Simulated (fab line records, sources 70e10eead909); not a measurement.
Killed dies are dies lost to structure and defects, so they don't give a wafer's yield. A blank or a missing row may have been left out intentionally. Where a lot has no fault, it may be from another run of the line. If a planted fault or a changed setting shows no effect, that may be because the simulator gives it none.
Chamber matching | flow nand_harc | pecvd-01 running NHARC_A_M0_PRE_CLEAN_31: 3 sister chambers
The step time 12 s. 6 wafers are shown with their chamber, then 7 later ones without.

WAFERS PAIRED WITH THEIR CHAMBERS
wafer  | chamber | heater_power_w (W)
L448.4 | 1       | 493
L458.2 | 1       | 568
L458.4 | 2       | 666
L458.5 | 0       | 578
L456.1 | 0       | 623
L456.3 | 2       | 653

WAFERS WITH NO CHAMBER GIVEN
wafer  | heater_power_w (W)
L456.5 | 633
L460.2 | 630
L460.3 | 523
L460.5 | 637
L461.2 | 481
L461.3 | 724
L461.4 | 644

EACH ONE'S CHAMBER
wafer  | from the rows above          | in truth
L456.5 | can't be placed: 2 or 0      | 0
L460.2 | can't be placed: 0 or 2 or 1 | 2
L460.3 | can't be placed: 1 or 0      | 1
L460.5 | can't be placed: 2 or 0      | 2
L461.2 | can't be placed: 1 or 0      | 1
L461.3 | can't be placed: 2 or 0      | 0
L461.4 | can't be placed: 2 or 0      | 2
Correct placement for 0 of the 7. Can't be placed from these rows: 7 (the true chamber is among the candidates in 7). Placed wrongly: 0.
How it was worked out, from the rows above alone: a wafer's distance from a chamber is the root of the sum, over the readings, of the square of ((its reading less the chamber's mean) divided by the reading's scatter). The wafer belongs to the nearest chamber; if the next one is less than 2 further off, it can't be placed. For every chamber, the mean is computed from those of its wafers that are shown. The scatter: take each reading less its chamber's mean, square it, sum over the shown wafers, divide by the number of wafers less the number of chambers, and take the root.
